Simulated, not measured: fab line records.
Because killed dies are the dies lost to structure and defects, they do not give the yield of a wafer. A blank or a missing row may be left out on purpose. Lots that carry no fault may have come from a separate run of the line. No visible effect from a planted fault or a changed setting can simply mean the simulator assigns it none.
Matching of chambers	flow n5Finfet	N5_GATE_CUT_ETCH_28 on rieDiel-02 has 4 sister chambers
The step etches underlayer in N2/H2, target depth 13 nm, time 10.4 s. 16 wafers are shown with their chamber, then 8 later ones without.

== WAFERS WITH THEIR CHAMBER ==
wafer	chamber	showerheadPlenumPTorr (Torr)	throttleValvePct (%)	oesProductAu (a.u.)
L075.1	0	2.40	18.18	0.61
L075.2	1	2.46	17.59	0.67
L075.6	3	2.51	17.82	0.58
L089.3	0	2.39	18.24	0.60
L089.4	1	2.45	17.62	0.65
L089.6	1	2.45	17.61	0.65
L090.2	3	2.49	17.85	0.56
L090.4	2	2.64	18.07	0.62
L090.6	1	2.44	17.63	0.64
L091.1	3	2.49	17.86	0.56
L091.3	2	2.64	18.06	0.62
L091.6	1	2.44	17.64	0.64
L092.2	3	2.49	17.87	0.56
L092.4	1	2.44	17.63	0.64
L092.6	0	2.39	18.24	0.60
L093.1	3	2.49	17.85	0.56

SIGNATURES (means of the wafers above)
reading	chamber 0	chamber 1	chamber 2	chamber 3	scatter within a chamber
showerheadPlenumPTorr	2.3933	2.4467	2.6400	2.4940	0.00775
throttleValvePct	18.2200	17.6200	18.0650	17.8500	0.0213
oesProductAu	0.6033	0.6483	0.6200	0.5640	0.00944
Rule: for a wafer and a chamber, the distance is found by dividing, reading by reading, the gap between the wafer's reading and the chamber's mean by the reading's scatter, squaring, summing and taking the root. The wafer belongs to the nearest chamber; if the next one is less than 2 further off, it can't be placed. The scatter is the square root of a quotient: the sum, over the shown wafers, of each reading's squared deviation from its chamber's mean, divided by wafers minus chambers.

== WAFERS WITHOUT THEIR CHAMBER ==
wafer	showerheadPlenumPTorr (Torr)	throttleValvePct (%)	oesProductAu (a.u.)
L093.2	2.44	17.62	0.64
L093.5	2.44	17.64	0.64
L096.1	2.39	18.25	0.60
L096.2	2.49	17.88	0.56
L096.3	2.64	18.08	0.61
L097.2	2.44	17.68	0.63
L097.4	2.49	17.89	0.55
L097.6	2.49	17.87	0.55

== WHICH CHAMBER EACH ONE RAN IN ==
wafer	from the rows above	in truth
L093.2	1	1
L093.5	1	1
L096.1	0	0
L096.2	3	3
L096.3	2	2
L097.2	1	1
L097.4	3	3
L097.6	3	3
8 of 8 placed correctly. Number that these rows cannot place: 0. Placed wrongly: 0.
